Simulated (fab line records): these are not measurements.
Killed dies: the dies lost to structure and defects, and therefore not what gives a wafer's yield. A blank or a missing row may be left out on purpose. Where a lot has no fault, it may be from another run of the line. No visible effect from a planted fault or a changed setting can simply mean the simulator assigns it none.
Which tool was responsible? :: flow n5Finfet :: 10 lots with 30 wafers sampled at 6 steps, on a route of 1938 steps

== WHAT EACH GAUGE READ, for each wafer ==
N5_BEOL_M13_CD_MEAS_10: the cd target is 190 nm.
lot: L723
measured: day 11 21:11
on: cdSem-03
cdNm (nm): 191.0 190.0 189.7

lot: L726
measured: day 14 05:19
on: cdSem-03
cdNm (nm): 190.7 190.7 189.3

lot: L731
measured: day 15 20:07
on: cdSem-03
cdNm (nm): 190.1 190.8 190.0

lot: L732
measured: day 16 03:55
on: cdSem-02
cdNm (nm): 189.3 188.8 187.3

lot: L733
measured: day 16 16:56
on: cdSem-03
cdNm (nm): 189.9 188.0 189.5

lot: L736
measured: day 16 17:17
on: cdSem-03
cdNm (nm): 189.3 189.5 189.6

lot: L725
measured: day 16 23:55
on: cdSem-01
cdNm (nm): 189.7 190.5 190.4

lot: L737
measured: day 18 04:44
on: cdSem-02
cdNm (nm): 191.3 191.0 192.4

lot: L741
measured: day 18 05:07
on: cdSem-02
cdNm (nm): 189.6 189.8 191.1

lot: L746
measured: day 18 18:32
on: cdSem-02
cdNm (nm): 190.3 190.8 191.1

N5_BEOL_M13_INSPECT_12: inspects for defects (macro).
lot: L723
measured: day 11 21:14
on: defectInspect-01
rawDefectCount: 3 5 2

lot: L726
measured: day 14 05:22
on: defectInspect-02
rawDefectCount: 2 1 2

lot: L731
measured: day 15 20:11
on: defectInspect-01
rawDefectCount: 1 3 0

lot: L732
measured: day 16 04:14
on: defectInspect-02
rawDefectCount: 2 4 2

lot: L733
measured: day 16 16:59
on: defectInspect-02
rawDefectCount: 243 1 2

lot: L736
measured: day 16 17:20
on: defectInspect-02
rawDefectCount: 1 230 6

lot: L725
measured: day 16 23:58
on: defectInspect-02
rawDefectCount: 1 5 2

lot: L737
measured: day 18 04:48
on: defectInspect-02
rawDefectCount: 1 0 2

lot: L741
measured: day 18 05:10
on: defectInspect-02
rawDefectCount: 0 3 5

lot: L746
measured: day 18 18:36
on: defectInspect-01
rawDefectCount: 5 1 3

N5_BEOL_M13_INSPECT_30: inspects for defects (macro).
lot: L723
measured: day 11 22:14
on: defectInspect-01
rawDefectCount: 2 1 3

lot: L726
measured: day 14 06:26
on: defectInspect-02
rawDefectCount: 1 3 1

lot: L731
measured: day 15 21:15
on: defectInspect-02
rawDefectCount: 5 1 3

lot: L732
measured: day 16 05:11
on: defectInspect-02
rawDefectCount: 3 0 1

lot: L733
measured: day 16 18:04
on: defectInspect-02
rawDefectCount: 240 1 1

lot: L736
measured: day 16 18:17
on: defectInspect-02
rawDefectCount: 1 225 0

lot: L725
measured: day 17 01:09
on: defectInspect-02
rawDefectCount: 5 2 0

lot: L737
measured: day 18 05:52
on: defectInspect-02
rawDefectCount: 5 2 3

lot: L741
measured: day 18 06:14
on: defectInspect-02
rawDefectCount: 2 5 4

lot: L746
measured: day 18 19:35
on: defectInspect-02
rawDefectCount: 1 1 0

== WHICH TOOL RAN EACH LOT (tool, then ch and the chambers of the sampled wafers, then the start) ==
lot: L723
N5_BEOL_M12_DEP_53: pecvd-03 ch 0,1,2, day 11 20:36
N5_BEOL_M13_ILD_DEP_00: pecvd-01 ch 0,1, day 11 20:44
N5_BEOL_M13_VIA_ETCH_16: rieDiel-04 ch 0,1,3, day 11 21:25

lot: L726
N5_BEOL_M12_DEP_53: pecvd-03 ch 0,1,2, day 14 04:45
N5_BEOL_M13_ILD_DEP_00: pecvd-03 ch 0,1,2, day 14 04:55
N5_BEOL_M13_VIA_ETCH_16: rieDiel-06 ch 2,3, day 14 05:29

lot: L731
N5_BEOL_M12_DEP_53: pecvd-02 ch 0,2, day 15 19:32
N5_BEOL_M13_ILD_DEP_00: pecvd-03 ch 0,1,2, day 15 19:40
N5_BEOL_M13_VIA_ETCH_16: rieDiel-04 ch 1,2,3, day 15 20:18

lot: L732
N5_BEOL_M12_DEP_53: pecvd-03 ch 0,2, day 16 03:13
N5_BEOL_M13_ILD_DEP_00: pecvd-01 ch 0,1, day 16 03:20
N5_BEOL_M13_VIA_ETCH_16: rieDiel-06 ch 1,3, day 16 04:22

lot: L733
N5_BEOL_M12_DEP_53: pecvd-03 ch 0,1, day 16 16:21
N5_BEOL_M13_ILD_DEP_00: pecvd-01 ch 0,1,2, day 16 16:29
N5_BEOL_M13_VIA_ETCH_16: rieDiel-02 ch 0,1,2, day 16 17:07

lot: L736
N5_BEOL_M12_DEP_53: pecvd-02 ch 0,2, day 16 16:43
N5_BEOL_M13_ILD_DEP_00: pecvd-01 ch 0,1,2, day 16 16:50
N5_BEOL_M13_VIA_ETCH_16: rieDiel-04 ch 0,1,2, day 16 17:28

lot: L725
N5_BEOL_M12_DEP_53: pecvd-02 ch 0,2, day 16 23:12
N5_BEOL_M13_ILD_DEP_00: pecvd-03 ch 0,1,2, day 16 23:19
N5_BEOL_M13_VIA_ETCH_16: rieDiel-04 ch 0,1,2, day 17 00:10

lot: L737
N5_BEOL_M12_DEP_53: pecvd-01 ch 0,2, day 18 04:10
N5_BEOL_M13_ILD_DEP_00: pecvd-03 ch 1,2, day 18 04:17
N5_BEOL_M13_VIA_ETCH_16: rieDiel-06 ch 0,2,3, day 18 04:55

lot: L741
N5_BEOL_M12_DEP_53: pecvd-01 ch 1,2, day 18 04:26
N5_BEOL_M13_ILD_DEP_00: pecvd-04 ch 0,1, day 18 04:40
N5_BEOL_M13_VIA_ETCH_16: rieDiel-06 ch 2,3, day 18 05:17

lot: L746
N5_BEOL_M12_DEP_53: pecvd-03 ch 1,2, day 18 17:50
N5_BEOL_M13_ILD_DEP_00: pecvd-03 ch 0,1, day 18 17:58
N5_BEOL_M13_VIA_ETCH_16: rieDiel-04 ch 1,2,3, day 18 18:43
- N5_BEOL_M12_DEP_53: deposits SiCN from 3MS/NH3, target thk 30 nm, time 10.5 s.
- N5_BEOL_M13_ILD_DEP_00: deposits SiOC from DEMS/O2, target thk 837.92 nm, time 166.4 s.
- N5_BEOL_M13_VIA_ETCH_16: etches SiOC in C4F8/O2/Ar, target depth 921.7 nm.

== AS READ BY THE TOOLS THEMSELVES (means over the sampled wafers that have a number; for cases with no such wafer, the mark the record gives instead) ==
N5_BEOL_M12_DEP_53.
lot: L723
tool: pecvd-03
rfFwdPowerW (W): 665.0
showerheadPlenumPTorr (Torr): 4.161
throttleValvePct (%): 17.8

lot: L726
tool: pecvd-03
rfFwdPowerW (W): 664.3
showerheadPlenumPTorr (Torr): 4.155
throttleValvePct (%): 18.0

lot: L731
tool: pecvd-02
rfFwdPowerW (W): 665.9
showerheadPlenumPTorr (Torr): 4.139
throttleValvePct (%): 18.0

lot: L732
tool: pecvd-03
rfFwdPowerW (W): 666.9
showerheadPlenumPTorr (Torr): 4.155
throttleValvePct (%): 18.0

lot: L733
tool: pecvd-03
rfFwdPowerW (W): 664.9
showerheadPlenumPTorr (Torr): 4.162
throttleValvePct (%): 18.3

lot: L736
tool: pecvd-02
rfFwdPowerW (W): 667.3
showerheadPlenumPTorr (Torr): 4.167
throttleValvePct (%): 18.0

lot: L725
tool: pecvd-02
rfFwdPowerW (W): 664.8
showerheadPlenumPTorr (Torr): 4.166
throttleValvePct (%): 17.8

lot: L737
tool: pecvd-01
rfFwdPowerW (W): 670.4
showerheadPlenumPTorr (Torr): 4.145
throttleValvePct (%): 17.7

lot: L741
tool: pecvd-01
rfFwdPowerW (W): 667.0
showerheadPlenumPTorr (Torr): 4.160
throttleValvePct (%): 16.7

lot: L746
tool: pecvd-03
rfFwdPowerW (W): 665.2
showerheadPlenumPTorr (Torr): 4.170
throttleValvePct (%): 17.5

N5_BEOL_M13_ILD_DEP_00.
lot: L723
tool: pecvd-01
heaterPowerW (W): 551
rfFwdPowerW (W): 499.2
showerheadPlenumPTorr (Torr): 5.690
throttleValvePct (%): 11.2

lot: L726
tool: pecvd-03
heaterPowerW (W): 446
rfFwdPowerW (W): 496.8
showerheadPlenumPTorr (Torr): 5.685
throttleValvePct (%): 11.8

lot: L731
tool: pecvd-03
heaterPowerW (W): 505
rfFwdPowerW (W): 497.5
showerheadPlenumPTorr (Torr): 5.696
throttleValvePct (%): 11.8

lot: L732
tool: pecvd-01
heaterPowerW (W): 525
rfFwdPowerW (W): 499.6
showerheadPlenumPTorr (Torr): 5.684
throttleValvePct (%): 11.2

lot: L733
tool: pecvd-01
heaterPowerW (W): 505
rfFwdPowerW (W): 497.6
showerheadPlenumPTorr (Torr): 5.680
throttleValvePct (%): 11.6

lot: L736
tool: pecvd-01
heaterPowerW (W): 488
rfFwdPowerW (W): 499.2
showerheadPlenumPTorr (Torr): 5.690
throttleValvePct (%): 11.6

lot: L725
tool: pecvd-03
heaterPowerW (W): 449
rfFwdPowerW (W): 498.7
showerheadPlenumPTorr (Torr): 5.701
throttleValvePct (%): 12.0

lot: L737
tool: pecvd-03
heaterPowerW (W): 485
rfFwdPowerW (W): 496.6
showerheadPlenumPTorr (Torr): 5.700
throttleValvePct (%): 11.5

lot: L741
tool: pecvd-04
heaterPowerW (W): 597
rfFwdPowerW (W): 497.5
showerheadPlenumPTorr (Torr): 5.688
throttleValvePct (%): 12.4

lot: L746
tool: pecvd-03
heaterPowerW (W): 501
rfFwdPowerW (W): 496.9
showerheadPlenumPTorr (Torr): 5.694
throttleValvePct (%): 12.1

N5_BEOL_M13_VIA_ETCH_16.
lot: L723
tool: rieDiel-04
drypumpMotorCurrentA (A): 5.9
oesProductAu (a.u.): 0.68
rfFwdPowerW (W): 2991
rfVppV (V): 663
showerheadPlenumPTorr (Torr): 3.32
throttleValvePct (%): 24.25

lot: L726
tool: rieDiel-06
drypumpMotorCurrentA (A): 5.3
oesProductAu (a.u.): 0.63
rfFwdPowerW (W): 2985
rfVppV (V): 662
showerheadPlenumPTorr (Torr): 3.34
throttleValvePct (%): 24.47

lot: L731
tool: rieDiel-04
drypumpMotorCurrentA (A): 5.7
oesProductAu (a.u.): 0.76
rfFwdPowerW (W): 2993
rfVppV (V): 668
showerheadPlenumPTorr (Torr): 3.51
throttleValvePct (%): 24.17

lot: L732
tool: rieDiel-06
drypumpMotorCurrentA (A): 5.5
oesProductAu (a.u.): 0.72
rfFwdPowerW (W): 3000
rfVppV (V): 664
showerheadPlenumPTorr (Torr): 3.39
throttleValvePct (%): 24.37

lot: L733
tool: rieDiel-02
drypumpMotorCurrentA (A): 5.6
oesProductAu (a.u.): 0.76
rfFwdPowerW (W): 2985
rfVppV (V): 664
showerheadPlenumPTorr (Torr): 3.36
throttleValvePct (%): 23.93

lot: L736
tool: rieDiel-04
drypumpMotorCurrentA (A): 5.8
oesProductAu (a.u.): 0.72
rfFwdPowerW (W): 2994
rfVppV (V): 668
showerheadPlenumPTorr (Torr): 3.50
throttleValvePct (%): 24.22

lot: L725
tool: rieDiel-04
drypumpMotorCurrentA (A): 5.8
oesProductAu (a.u.): 0.72
rfFwdPowerW (W): 2987
rfVppV (V): 667
showerheadPlenumPTorr (Torr): 3.50
throttleValvePct (%): 24.23

lot: L737
tool: rieDiel-06
drypumpMotorCurrentA (A): 5.2
oesProductAu (a.u.): 0.72
rfFwdPowerW (W): 2983
rfVppV (V): 663
showerheadPlenumPTorr (Torr): 3.35
throttleValvePct (%): 24.21

lot: L741
tool: rieDiel-06
drypumpMotorCurrentA (A): 5.3
oesProductAu (a.u.): 0.69
rfFwdPowerW (W): 2994
rfVppV (V): 663
showerheadPlenumPTorr (Torr): 3.32
throttleValvePct (%): 24.41

lot: L746
tool: rieDiel-04
drypumpMotorCurrentA (A): 5.7
oesProductAu (a.u.): 0.73
rfFwdPowerW (W): 2988
rfVppV (V): 668
showerheadPlenumPTorr (Torr): 3.49
throttleValvePct (%): 24.20

== THE ANSWER, worked out from the rows above alone ==
Rule: what is usual is taken from the lots themselves. The widest of any qualifying gaps counts: lots, ordered by their means at a reading, are off when they make up no more than a third of the lots, leave a main group of 4 or more, and stand apart from it by 3 or more times the standard deviation of that group's means. If all means in a main group match to the digits the tables above print for the reading, that group is not used. Also off: a lot with no number at a reading for which 4 or more lots have one. The other lots that the step has rows for count as sound. Order of review: gauges by route order, followed by the tools' own readings, for which a lot's mean as printed above is used. At the first step where some lot is off, the reading lying furthest off is the one used; lots without a number count as furthest.
Off: L733, L736 (N5_BEOL_M13_INSPECT_12, rawDefectCount). The main group has a mean of 2.3 with a standard deviation of 0.79.
If a tool, at a process step before that reading, ran all the lots that are off and no sound lot after the first of them, it fits. The gauges at N5_BEOL_M13_INSPECT_12 are tried like those tools. One candidate fits, namely pecvd-01 at N5_BEOL_M13_ILD_DEP_00. Its last sound lot is L732 (day 16 03:20), its first lot that is off L733 (day 16 16:29): a fault that began between those two fits.

== WHAT THE SIMULATOR PUT IN ==
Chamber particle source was pecvd-01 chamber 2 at N5_BEOL_M13_ILD_DEP_00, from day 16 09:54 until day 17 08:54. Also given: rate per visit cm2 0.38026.
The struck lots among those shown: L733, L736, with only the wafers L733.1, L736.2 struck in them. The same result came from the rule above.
